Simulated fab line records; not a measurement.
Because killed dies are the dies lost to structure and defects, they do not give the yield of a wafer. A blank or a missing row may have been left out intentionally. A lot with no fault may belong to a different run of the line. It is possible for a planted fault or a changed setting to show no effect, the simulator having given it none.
fab line records	flow n5_finfet
record lots=7	wafers=39
route steps=1938 shown BEOL_M11@1578 BEOL_M13@1659 MIM_BOT@1833
start_h: hours from the record's opening day to when the first of the lot's shown wafers began	wait_h: hours from the lot's prior step to this one	" unchanged from the row above	L1.1+2: a single row standing in for several wafers	- no value present, or no start provided	* or withheld: withheld	< > ~ a bound
route shown NAME@n: names a module that has steps shown in the file, with the first one's number in the route	usual: mean/standard deviation of fault-free wafers	same: alike in all rows	chamber/n: place in a boat	sites: per-site readings	_std_site: the values' standard deviation	_edge_site: mean of outer sites minus mean of inner sites	radius_mm: how far each site lies from the wafer's centre	mask NAME#n: copy n	behind: the last tool/chamber to shape the wafer	hold: what put the lot on hold/how long, in hours/how the hold closed	device: names the non-switching transistor (n, p or np)	end of line: tests of these same wafers at the route's end	a step with no rows: only its recipe	killed: the dies lost at the first sort to structure and to defects; this is not the yield of the wafer	map: a wafer's dies, x killed, . not, _ none there
set.NAME: setting as actually run; set.NAME@STEP: the setting as run at that earlier step	model.NAME: the simulator's own value behind a step, which no gauge read
lots with deliberately changed settings; one table per step, one row per wafer
## steps
# step N5_BEOL_M11_TRENCH_ETCH_37
# recipe chemistry=C4F6/O2	target_depth_a=1488.3	target=SiCOH_lowk	time_s=48	ion_energy_ev=250	pressure_mtorr=30	source_w=345	bias_w=185	Ar_flow_sccm=300	C4F6_flow_sccm=10	O2_flow_sccm=10
lot.wafer	tool	chamber	start_h	wait_h	set.time_s	model.etch.depth_nm	model.BEOL_M11.feature_depth_nm	model.TiN_of_BEOL_M11_HM_DEP_02.thk_nm
L075.1	rie_diel-03	0	-	-	33.44	101.5	101.6	17
L075.2	"	1	"	"	48	143.4	143.4	16.2
L075.3	"	2	"	"	33.44	102.5	102.4	17.2
L075.4	"	0	"	"	48	145.8	145.8	16
L075.5	"	2	"	"	48	147.4	147.4	15.8
L075.6	"	1	"	"	33.44	99.23	99.2	17.2
L081.1	rie_diel-03	1	-	-	21.61	63.3	63.2	18.4
L081.2	"	0	"	"	48	144.3	144.2	16.2
L081.3	"	2	"	"	21.61	65.59	65.6	18.2
L081.4	"	3	"	"	48	145.1	145.2	16.2
L081.5	"	3	"	"	48	144.1	144	16.2
L081.6	"	2	"	"	21.61	65.94	66	18.4
L084.1	rie_diel-06	0	-	-	48	148.6	148.6	15.6
L084.2	"	3	"	"	48	152.2	152.2	15.8
L084.3	"	2	"	"	29.41	90.8	90.8	17.4
L084.4	"	1	"	"	48	151.6	151.6	15.6
L084.5	"	3	"	"	29.41	93.04	93	17.2
L084.6	"	0	"	"	29.41	91.58	91.6	17.4
L086.1	rie_diel-03	1	-	-	48	143.4	143.4	15.8
L086.2	"	3	"	"	48	146.9	146.8	15.6
L086.3	"	2	"	"	48	147.4	147.4	15.8
L086.4	"	0	"	"	35.99	109.4	109.4	17
L086.5	"	0	"	"	35.99	109.5	109.6	16.8
L086.6	"	3	"	"	35.99	109.8	109.8	16.8
L090.1	rie_diel-06	3	-	-	48	149.9	150	15.8
L090.2	"	0	"	"	48	148.2	148.2	15.8
L090.3	"	1	"	"	48	150.1	150	15.6
L090.4	"	2	"	"	48	146.1	146.2	16.2
L090.5	"	0	"	"	48	147.9	147.8	16
L090.6	"	3	"	"	48	150.2	150.2	15.8
L092.1	rie_diel-05	3	-	-	48	146.6	146.6	16.2
L092.2	"	2	"	"	39.76	123.1	123	16.6
L092.3	"	1	"	"	48	150.6	150.6	16
L092.4	"	0	"	"	39.76	121.9	121.8	16.8
L092.5	"	1	"	"	39.76	124.7	124.6	16.6
L092.6	"	2	"	"	48	149.9	149.8	16
L096.1	rie_diel-03	1	-	-	48	150.4	150.4	16
L096.3	"	2	"	"	48	147.9	147.8	16
L096.6	"	0	"	"	48	145.7	145.6	16
# step N5_BEOL_M11_ETCH_41
# recipe chemistry=CH3F/O2	target=SiCN	target_depth_a=426	taper_deg=2	time_s=86	ion_energy_ev=120	mask_material=TiN	pressure_mtorr=30	source_w=395	bias_w=75	Ar_flow_sccm=150	CH3F_flow_sccm=30	O2_flow_sccm=20
# step N5_BEOL_M11_STRIP_77
# recipe chemistry=N2/H2	time_s=10	power_w=450	temp_c=40	pressure_mtorr=20	rf_frequency_hz=6e+07	bias_power_w=7	n2_flow_sccm=200	h2_flow_sccm=200
# step N5_BEOL_M11_OCD_MEAS_38
# usual trench_depth_nm=148.1/2.5
lot.wafer	tool	chamber	start_h	wait_h	set.time_s@BEOL_M11_TRENCH_ETCH_37	trench_depth_nm
L075.1	ocd-02	-	234.04	-	33.44	-
L075.2	"	-	"	"	48	143.3
L075.3	"	-	"	"	33.44	-
L075.4	"	-	"	"	48	145.7
L075.5	"	-	"	"	48	-
L075.6	"	-	"	"	33.44	99.2
L081.1	ocd-02	-	274.86	-	21.61	63.0
L081.2	"	-	"	"	48	144.3
L081.3	"	-	"	"	21.61	65.7
L081.4	"	-	"	"	48	145.0
L081.5	"	-	"	"	48	144.9
L081.6	"	-	"	"	21.61	65.4
L084.1	ocd-01	-	275.84	-	48	149.0
L084.2	"	-	"	"	48	152.1
L084.3	"	-	"	"	29.41	91.0
L084.4	"	-	"	"	48	151.3
L084.5	"	-	"	"	29.41	93.4
L084.6	"	-	"	"	29.41	91.7
L086.1	ocd-02	-	302.77	-	48	143.4
L086.2	"	-	"	"	48	146.7
L086.3	"	-	"	"	48	148.0
L086.4	"	-	"	"	35.99	109.4
L086.5	"	-	"	"	35.99	110.0
L086.6	"	-	"	"	35.99	109.3
L090.1	ocd-01	-	323.29	-	48	150.2
L090.2	"	-	"	"	48	147.5
L090.3	"	-	"	"	48	150.4
L090.4	"	-	"	"	48	146.4
L090.5	"	-	"	"	48	147.8
L090.6	"	-	"	"	48	149.8
L092.1	ocd-01	-	339.49	-	48	146.8
L092.2	"	-	"	"	39.76	123.3
L092.3	"	-	"	"	48	150.8
L092.4	"	-	"	"	39.76	121.9
L092.5	"	-	"	"	39.76	124.3
L092.6	"	-	"	"	48	149.1
L096.1	ocd-01	-	369.82	-	48	150.0
L096.3	"	-	"	"	48	147.7
L096.6	"	-	"	"	48	145.4
# step N5_BEOL_M11_HM_STRIP_39
# recipe chemistry=peroxide_tin_strip	material=TiN	target_depth_a=250	temp_c=50	time_s=158
# step N5_BEOL_M11_SRD_40
# recipe time_s=30	temp_c=23	rinse_liquid=diw	dry=ipa_marangoni
# step N5_BEOL_M11_ECD_50
# recipe material=Cu	target_thk_a=3180
# step N5_BEOL_M11_ANNEAL_51
# recipe temp_c=225	time_s=90	ambient=N2
# step N5_BEOL_M11_CMP_52
# recipe stop_on=SiCOH_lowk	t_overpolish_s=7	down_force_psi=1	platen_rpm=50	clearing_platen_down_force_psi=1.5	clearing_platen_rpm=50	post_cmp_clean=cu_alkaline	target_thk_nm=140	clearing_platen_pad_velocity_m_s=0.99484	pad_velocity_m_s=0.99484
lot.wafer	tool	chamber	start_h	wait_h	set.time_s@BEOL_M11_TRENCH_ETCH_37	model.Cu_of_BEOL_M11_ECD_50.thk_nm
L075.2	cmp-02	3	236.18	0.2	48	135.2
L075.3	"	0	"	"	33.44	94.6
L075.1	"	1	"	"	33.44	93.4
L075.4	"	2	"	"	48	136.6
L075.5	"	3	"	"	48	138.4
L075.6	"	0	"	"	33.44	91.2
L081.2	cmp-02	1	278.62	0.4	48	135.2
L081.4	"	2	"	"	48	135.8
L081.3	"	3	"	"	21.61	56.2
L081.1	"	0	"	"	21.61	54.4
L081.6	"	1	"	"	21.61	57
L081.5	"	2	"	"	48	134.6
L084.3	cmp-04	2	280.06	0.3	29.41	80.8
L084.1	"	3	"	"	48	139
L084.2	"	0	"	"	48	144.4
L084.4	"	1	"	"	48	142.4
L084.6	"	2	"	"	29.41	81.8
L084.5	"	3	"	"	29.41	84.6
L086.2	cmp-04	2	306.57	0.2	48	137.2
L086.4	"	3	"	"	35.99	99.8
L086.3	"	0	"	"	48	138.4
L086.1	"	1	"	"	48	133.8
L086.6	"	2	"	"	35.99	100.8
L086.5	"	3	"	"	35.99	97.4
L090.2	cmp-01	2	326.37	0.2	48	138.4
L090.4	"	3	"	"	48	137.2
L090.1	"	0	"	"	48	141.4
L090.3	"	1	"	"	48	141.2
L090.5	"	2	"	"	48	139
L090.6	"	3	"	"	48	140.4
L092.2	cmp-01	3	341.74	0.2	39.76	115
L092.1	"	0	"	"	48	139.2
L092.4	"	1	"	"	39.76	112.8
L092.3	"	2	"	"	48	141.6
L092.6	"	3	"	"	48	141
L092.5	"	0	"	"	39.76	116
L096.3	cmp-04	2	375.74	0.3	48	138.6
L096.1	"	3	"	"	48	141.6
L096.6	"	3	"	"	48	136.2
# step N5_BEOL_M11_THK_MEAS_53
# recipe thk_meas_gauge=xrf	reads=Cu_of_BEOL_M11_ECD_50
# usual M11_THK=137/3
lot.wafer	tool	chamber	start_h	wait_h	set.time_s@BEOL_M11_TRENCH_ETCH_37	M11_THK[nm]
L075.1	film_metro-02	-	236.47	-	33.44	-
L075.2	"	-	"	"	48	134
L075.3	"	-	"	"	33.44	-
L075.4	"	-	"	"	48	135
L075.5	"	-	"	"	48	-
L075.6	"	-	"	"	33.44	90
L081.1	film_metro-02	-	278.91	-	21.61	53
L081.2	"	-	"	"	48	133
L081.3	"	-	"	"	21.61	55
L081.4	"	-	"	"	48	133
L081.5	"	-	"	"	48	132
L081.6	"	-	"	"	21.61	56
L084.1	film_metro-01	-	280.35	-	48	135
L084.2	"	-	"	"	48	141
L084.3	"	-	"	"	29.41	79
L084.4	"	-	"	"	48	139
L084.5	"	-	"	"	29.41	82
L084.6	"	-	"	"	29.41	80
L086.1	film_metro-02	-	306.86	-	48	133
L086.2	"	-	"	"	48	136
L086.3	"	-	"	"	48	137
L086.4	"	-	"	"	35.99	99
L086.5	"	-	"	"	35.99	96
L086.6	"	-	"	"	35.99	100
L090.1	film_metro-01	-	326.66	-	48	139
L090.2	"	-	"	"	48	136
L090.3	"	-	"	"	48	138
L090.4	"	-	"	"	48	135
L090.5	"	-	"	"	48	137
L090.6	"	-	"	"	48	137
L092.1	film_metro-02	-	342.04	-	48	138
L092.2	"	-	"	"	39.76	114
L092.3	"	-	"	"	48	140
L092.4	"	-	"	"	39.76	112
L092.5	"	-	"	"	39.76	115
L092.6	"	-	"	"	48	139
L096.1	film_metro-02	-	376.04	-	48	139
L096.3	"	-	"	"	48	137
L096.6	"	-	"	"	48	135
# step N5_BEOL_M11_PRE_CLEAN_55
# recipe gas=NH3	time_s=15	temp_c=withheld	rf_power_w=300
# step N5_BEOL_M11_DEP_56
# recipe material=SiCN	target_thk_a=300	temp_c=withheld	precursor=3MS/NH3	pressure_torr=3	rf_w=675	time_s=10.5
# step N5_BEOL_M11_RS_MEAS_57
# recipe thk_meas_gauge=four-point-probe	reads=Cu_of_BEOL_M11_ECD_50+Co_of_BEOL_M11_CVD_75+TaN_of_BEOL_M11_ALD_74
# usual M11_RS=0.152/0.0034
lot.wafer	tool	chamber	start_h	wait_h	set.time_s@BEOL_M11_TRENCH_ETCH_37	M11_RS[ohm/sq]
L075.1	film_metro-01	-	236.60	0.0	33.44	-
L075.2	"	-	"	"	48	0.157
L075.3	"	-	"	"	33.44	-
L075.4	"	-	"	"	48	0.155
L075.5	"	-	"	"	48	-
L075.6	"	-	"	"	33.44	0.244
L081.1	film_metro-01	-	279.03	0.0	21.61	0.453
L081.2	"	-	"	"	48	0.157
L081.3	"	-	"	"	21.61	0.437
L081.4	"	-	"	"	48	0.156
L081.5	"	-	"	"	48	0.157
L081.6	"	-	"	"	21.61	0.429
L084.1	film_metro-02	-	280.48	0.0	48	0.152
L084.2	"	-	"	"	48	0.146
L084.3	"	-	"	"	29.41	0.282
L084.4	"	-	"	"	48	0.148
L084.5	"	-	"	"	29.41	0.267
L084.6	"	-	"	"	29.41	0.278
L086.1	film_metro-02	-	306.98	0.0	48	0.159
L086.2	"	-	"	"	48	0.155
L086.3	"	-	"	"	48	0.153
L086.4	"	-	"	"	35.99	0.221
L086.5	"	-	"	"	35.99	0.227
L086.6	"	-	"	"	35.99	0.218
L090.1	film_metro-01	-	326.79	0.0	48	0.149
L090.2	"	-	"	"	48	0.153
L090.3	"	-	"	"	48	0.149
L090.4	"	-	"	"	48	0.154
L090.5	"	-	"	"	48	0.152
L090.6	"	-	"	"	48	0.150
L092.1	film_metro-01	-	342.16	0.0	48	0.152
L092.2	"	-	"	"	39.76	0.187
L092.3	"	-	"	"	48	0.149
L092.4	"	-	"	"	39.76	0.192
L092.5	"	-	"	"	39.76	0.186
L092.6	"	-	"	"	48	0.150
L096.1	film_metro-02	-	376.16	0.1	48	0.149
L096.3	"	-	"	"	48	0.153
L096.6	"	-	"	"	48	0.156
# step N5_BEOL_M13_ILD_DEP_00
# recipe material=SiOC	target_thk_a=8379.2	temp_c=350	precursor=DEMS/O2	pressure_torr=5	rf_w=500	time_s=166.4
lot.wafer	tool	chamber	start_h	wait_h	set.time_s	model.SiOC_of_BEOL_M13_ILD_DEP_00.thk_nm
L075.1	pecvd-03	0	245.49	0.0	166.4	824.6
L075.2	"	1	"	"	166.4	836.2
L075.3	"	2	"	"	166.4	820.8
L075.4	"	0	"	"	79.43	403.6
L075.5	"	1	"	"	79.43	399.4
L075.6	"	2	"	"	79.43	394.6
L081.1	pecvd-04	2	283.94	0.0	166.4	838
L081.2	"	0	"	"	215.1	1070
L081.3	"	1	"	"	215.1	1081
L081.4	"	1	"	"	215.1	1098
L081.5	"	2	"	"	166.4	854.8
L081.6	"	0	"	"	166.4	845.4
L084.1	pecvd-04	0	286.17	0.0	166.4	818.2
L084.2	"	2	"	"	166.4	818.6
L084.3	"	2	"	"	166.4	837.4
L084.4	"	0	"	"	166.4	831.6
L084.5	"	0	"	"	166.4	828.6
L084.6	"	2	"	"	166.4	835
L086.1	pecvd-02	0	315.89	0.0	166.4	844.4
L086.2	"	2	"	"	166.4	837.8
L086.3	"	1	"	"	166.4	849.4
L086.4	"	2	"	"	166.4	845.4
L086.5	"	0	"	"	166.4	845.6
L086.6	"	1	"	"	166.4	853.2
L090.1	pecvd-04	1	331.18	0.0	166.4	827.2
L090.2	"	0	"	"	166.4	823.8
L090.3	"	2	"	"	166.4	832.8
L090.4	"	0	"	"	166.4	830
L090.5	"	2	"	"	166.4	837
L090.6	"	1	"	"	166.4	837.6
L092.1	pecvd-02	1	347.49	0.0	166.4	824.8
L092.2	"	2	"	"	120.1	591
L092.3	"	0	"	"	166.4	819.6
L092.4	"	0	"	"	120.1	598.6
L092.5	"	1	"	"	166.4	839
L092.6	"	2	"	"	120.1	593.4
L096.1	pecvd-04	2	380.31	0.0	166.4	821.8
L096.3	"	0	"	"	166.4	832.2
L096.6	"	1	"	"	166.4	836
# step N5_BEOL_M13_THK_MEAS_01
# recipe reads=SiOC_of_BEOL_M13_ILD_DEP_00
# usual M13_ILD_THK=836/11
lot.wafer	tool	chamber	start_h	wait_h	set.time_s@BEOL_M13_ILD_DEP_00	M13_ILD_THK[nm]
L075.1	film_metro-02	-	245.64	0.1	166.4	825
L075.2	"	-	"	"	166.4	836
L075.3	"	-	"	"	166.4	822
L075.4	"	-	"	"	79.43	403
L075.5	"	-	"	"	79.43	400
L075.6	"	-	"	"	79.43	394
L081.1	film_metro-01	-	284.09	0.1	166.4	837
L081.2	"	-	"	"	215.1	1070
L081.3	"	-	"	"	215.1	1081
L081.4	"	-	"	"	215.1	1098
L081.5	"	-	"	"	166.4	855
L081.6	"	-	"	"	166.4	847
L084.1	film_metro-01	-	286.38	0.2	166.4	817
L084.2	"	-	"	"	166.4	819
L084.3	"	-	"	"	166.4	838
L084.4	"	-	"	"	166.4	832
L084.5	"	-	"	"	166.4	829
L084.6	"	-	"	"	166.4	835
L086.1	film_metro-02	-	316.04	0.1	166.4	845
L086.2	"	-	"	"	166.4	837
L086.3	"	-	"	"	166.4	849
L086.4	"	-	"	"	166.4	845
L086.5	"	-	"	"	166.4	845
L086.6	"	-	"	"	166.4	853
L090.1	film_metro-01	-	331.33	0.1	166.4	827
L090.2	"	-	"	"	166.4	824
L090.3	"	-	"	"	166.4	833
L090.4	"	-	"	"	166.4	830
L090.5	"	-	"	"	166.4	837
L090.6	"	-	"	"	166.4	837
L092.1	film_metro-01	-	347.64	0.1	166.4	825
L092.2	"	-	"	"	120.1	591
L092.3	"	-	"	"	166.4	820
L092.4	"	-	"	"	120.1	599
L092.5	"	-	"	"	166.4	839
L092.6	"	-	"	"	120.1	593
L096.1	film_metro-02	-	380.47	0.1	166.4	822
L096.3	"	-	"	"	166.4	832
L096.6	"	-	"	"	166.4	836
# step N5_BEOL_M13_COAT_58
# recipe resist=BARC	temp_c=205	time_s=60	spin_rpm=1500	resist_thk_nm=89
# step N5_BEOL_M13_COAT_04
# recipe spin_rpm=1625	resist_thk_nm=400
# step N5_BEOL_M13_DESCUM_15
# recipe chemistry=O2	time_s=7.9	source_power_w=50	bias_power_w=20	pressure_mtorr=20	rf_frequency_hz=2.712e+07	temp_c=40	o2_flow_sccm=225
# step N5_BEOL_M13_ETCH_59
# recipe chemistry=N2/H2	target=BARC	target_depth_a=890	overetch_a=267	time_s=67.9	ion_energy_ev=200	pressure_mtorr=30	source_w=840	bias_w=150	n2_flow_sccm=200	h2_flow_sccm=200
# step N5_BEOL_M13_VIA_ETCH_16
# recipe chemistry=C4F8/O2/Ar	target=SiOC	pressure_mtorr=30	source_w=3000	bias_w=700	Ar_flow_sccm=400	C4F8_flow_sccm=15	O2_flow_sccm=8	he_inner_torr=15	he_outer_torr=30	target_depth_a=9217	time_s=withheld	ion_energy_ev=250	ends=cleared
lot.wafer	tool	chamber	start_h	wait_h	set.time_s@BEOL_M13_ILD_DEP_00	model.etch.depth_nm	model.coat_of_BEOL_M13_COAT_04.thk_nm
L075.1	rie_diel-06	0	246.12	0.0	*	824.7	75.2
L075.2	"	2	"	"	*	836.3	74
L075.3	"	3	"	"	*	820.9	75.8
L075.4	"	1	"	"	*	403.6	199.8
L075.5	"	1	"	"	*	399.5	200.6
L075.6	"	0	"	"	*	394.6	202.2
L081.1	rie_diel-05	3	284.70	0.0	*	837.9	70.8
L081.2	"	0	"	"	*	1070	1
L081.3	"	1	"	"	*	1081	0
L081.4	"	3	"	"	*	1098	0
L081.5	"	1	"	"	*	854.8	64.2
L081.6	"	0	"	"	*	845.5	69.2
L084.1	rie_diel-06	3	286.86	0.0	*	818.2	73.2
L084.2	"	1	"	"	*	818.6	74.6
L084.3	"	0	"	"	*	837.5	68.6
L084.4	"	2	"	"	*	831.6	71.2
L084.5	"	3	"	"	*	828.7	70.6
L084.6	"	0	"	"	*	835.1	69
L086.1	rie_diel-05	1	316.52	0.0	*	844.5	63.6
L086.2	"	3	"	"	*	837.7	68.6
L086.3	"	0	"	"	*	849.3	65.4
L086.4	"	2	"	"	*	845.4	66.6
L086.5	"	1	"	"	*	845.5	63.8
L086.6	"	2	"	"	*	853.3	64.4
L090.1	rie_diel-03	1	331.94	0.0	*	827.2	75.8
L090.2	"	3	"	"	*	823.7	73.6
L090.3	"	0	"	"	*	832.8	74
L090.4	"	2	"	"	*	830.1	73.4
L090.5	"	2	"	"	*	837	72
L090.6	"	3	"	"	*	837.7	72.6
L092.1	rie_diel-03	2	348.16	0.1	*	824.8	75
L092.2	"	3	"	"	*	591	144.4
L092.3	"	2	"	"	*	819.6	77
L092.4	"	3	"	"	*	598.5	142.6
L092.5	"	3	"	"	*	839.1	72
L092.6	"	2	"	"	*	593.3	144
L096.1	rie_diel-05	0	381.14	0.0	*	821.7	76.6
L096.3	"	2	"	"	*	832.1	73.4
L096.6	"	0	"	"	*	836.1	71.6
# step N5_BEOL_M13_STRIP_63
# recipe chemistry=N2/H2	power_w=1000	temp_c=250	h2_frac=0.65	overash_fraction=0.3	pressure_mtorr=1000	n2_flow_sccm=1750	h2_flow_sccm=3250
# usual oes_product_au=0.674/0.0052	strip_time_to_endpoint_s=27.9/1.1
lot.wafer	tool	chamber	start_h	wait_h	set.time_s@BEOL_M13_ILD_DEP_00	oes_product_au	strip_time_to_endpoint_s
L075.1	plasma_asher-02	0	246.36	-	166.4	0.672	29.2
L075.2	"	1	"	"	166.4	0.678	28.9
L075.3	"	0	"	"	166.4	0.673	29.4
L075.4	"	1	"	"	79.43	0.776	62.6
L075.5	"	1	"	"	79.43	0.780	62.8
L075.6	"	0	"	"	79.43	0.789	63.2
L081.1	plasma_asher-02	0	284.93	-	166.4	0.672	27.9
L081.2	"	1	"	"	215.1	0.322	2.1
L081.3	"	0	"	"	215.1	0.237	0.0
L081.4	"	1	"	"	215.1	0.224	0.0
L081.5	"	1	"	"	166.4	0.673	25.9
L081.6	"	0	"	"	166.4	0.667	27.4
L084.1	plasma_asher-02	0	287.10	-	166.4	0.680	28.6
L084.2	"	1	"	"	166.4	0.677	29.0
L084.3	"	0	"	"	166.4	0.668	27.2
L084.4	"	1	"	"	166.4	0.673	28.0
L084.5	"	1	"	"	166.4	0.668	27.9
L084.6	"	0	"	"	166.4	0.665	27.4
L086.1	plasma_asher-02	1	316.76	-	166.4	0.670	25.7
L086.2	"	0	"	"	166.4	0.662	27.3
L086.3	"	0	"	"	166.4	0.675	26.3
L086.4	"	1	"	"	166.4	0.676	26.7
L086.5	"	1	"	"	166.4	0.671	25.8
L086.6	"	0	"	"	166.4	0.666	26.0
L090.1	plasma_asher-01	0	332.17	-	166.4	0.676	29.4
L090.2	"	1	"	"	166.4	0.673	28.7
L090.3	"	1	"	"	166.4	0.672	28.9
L090.4	"	0	"	"	166.4	0.671	28.7
L090.5	"	1	"	"	166.4	0.673	28.3
L090.6	"	0	"	"	166.4	0.674	28.4
L092.1	plasma_asher-02	1	348.50	-	166.4	0.681	29.1
L092.2	"	0	"	"	120.1	0.707	48.2
L092.3	"	1	"	"	166.4	0.677	29.7
L092.4	"	0	"	"	120.1	0.692	47.7
L092.5	"	1	"	"	166.4	0.665	28.3
L092.6	"	0	"	"	120.1	0.694	48.1
L096.1	plasma_asher-01	0	381.38	-	166.4	0.679	29.6
L096.3	"	0	"	"	166.4	0.678	28.7
L096.6	"	1	"	"	166.4	0.670	28.2
# step N5_MIM_BOT_SPUTTER_00
# recipe material=TiN	target_thk_a=350	temp_c=200	power_w=3000	chamber_pressure_pa=0.49996	gas=Ar	reactive_partial_pa=0.37997	time_s=89.7
lot.wafer	tool	chamber	start_h	wait_h	set.time_s	model.TiN_of_MIM_BOT_SPUTTER_00.thk_nm
L075.1+3	pvd_sputter-02	-	263.11	0.0	89.7	35
L075.2+5	"	-	"	"	36.03	14
L075.4	"	-	"	"	89.7	34.8
L075.6	"	-	"	"	36.03	14.2
L081.1+2+4+6	pvd_sputter-02	-	302.55	0.0	89.7	34.8
L081.3+5	"	-	"	"	89.7	35
L084.1	pvd_sputter-03	-	306.38	0.0	89.7	34.8
L084.2+5	"	-	"	"	125.4	49.2
L084.3	"	-	"	"	125.4	48.8
L084.4	"	-	"	"	89.7	35.2
L084.6	"	-	"	"	89.7	35.4
L086.1+5	pvd_sputter-02	-	335.94	0.0	89.7	35.2
L086.2+3	"	-	"	"	57	22.4
L086.4	"	-	"	"	89.7	35
L086.6	"	-	"	"	57	22.2
L090.1	pvd_sputter-01	-	349.31	0.0	70.84	27.8
L090.2	"	-	"	"	89.7	35
L090.3+4	"	-	"	"	89.7	35.2
L090.5	"	-	"	"	70.84	27.4
L090.6	"	-	"	"	70.84	28
L092.1	pvd_sputter-03	-	368.58	0.0	119	46
L092.2	"	-	"	"	89.7	34.6
L092.3+6	"	-	"	"	89.7	35
L092.4+5	"	-	"	"	119	46.2
L096.1+3	pvd_sputter-03	-	401.53	0.0	89.7	35
L096.6	"	-	"	"	89.7	35.2
## key
split step=N5_BEOL_M11_TRENCH_ETCH_37	setting=time_s	stated=48	by=wafer
response step=N5_BEOL_M11_TRENCH_ETCH_37	reading=model.etch.depth_nm	change=+1.47	per=1%	r=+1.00
response step=N5_BEOL_M11_TRENCH_ETCH_37	reading=model.BEOL_M11.feature_depth_nm	change=+1.47	per=1%	r=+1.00
response step=N5_BEOL_M11_TRENCH_ETCH_37	reading=model.TiN_of_BEOL_M11_HM_DEP_02.thk_nm	change=-0.0401	per=1%	r=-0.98
response step=N5_BEOL_M11_OCD_MEAS_38	reading=trench_depth_nm	change=+1.48	per=1%	r=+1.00
response step=N5_BEOL_M11_CMP_52	reading=model.Cu_of_BEOL_M11_ECD_50.thk_nm	change=+1.47	per=1%	r=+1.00
response step=N5_BEOL_M11_THK_MEAS_53	reading=M11_THK	change=+1.45	per=1%	r=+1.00
response step=N5_BEOL_M11_RS_MEAS_57	reading=M11_RS	change=-0.0041	per=1%	r=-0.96
split step=N5_BEOL_M13_ILD_DEP_00	setting=time_s	stated=166.4	by=wafer
response step=N5_BEOL_M13_ILD_DEP_00	reading=model.SiOC_of_BEOL_M13_ILD_DEP_00.thk_nm	change=+8.21	per=1%	r=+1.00
response step=N5_BEOL_M13_THK_MEAS_01	reading=M13_ILD_THK	change=+8.22	per=1%	r=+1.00
response step=N5_BEOL_M13_VIA_ETCH_16	reading=model.etch.depth_nm	change=+8.21	per=1%	r=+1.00
response step=N5_BEOL_M13_VIA_ETCH_16	reading=model.coat_of_BEOL_M13_COAT_04.thk_nm	change=-2.4	per=1%	r=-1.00
response step=N5_BEOL_M13_STRIP_63	reading=oes_product_au	shape=bent	at_lowest=0.782	at_stated=0.673	at_highest=0.261
response step=N5_BEOL_M13_STRIP_63	reading=strip_time_to_endpoint_s	shape=bent	at_lowest=*	at_stated=*	at_highest=*
split step=N5_MIM_BOT_SPUTTER_00	setting=time_s	stated=89.7	by=wafer
response step=N5_MIM_BOT_SPUTTER_00	reading=model.TiN_of_MIM_BOT_SPUTTER_00.thk_nm	change=+0.349	per=1%	r=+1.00
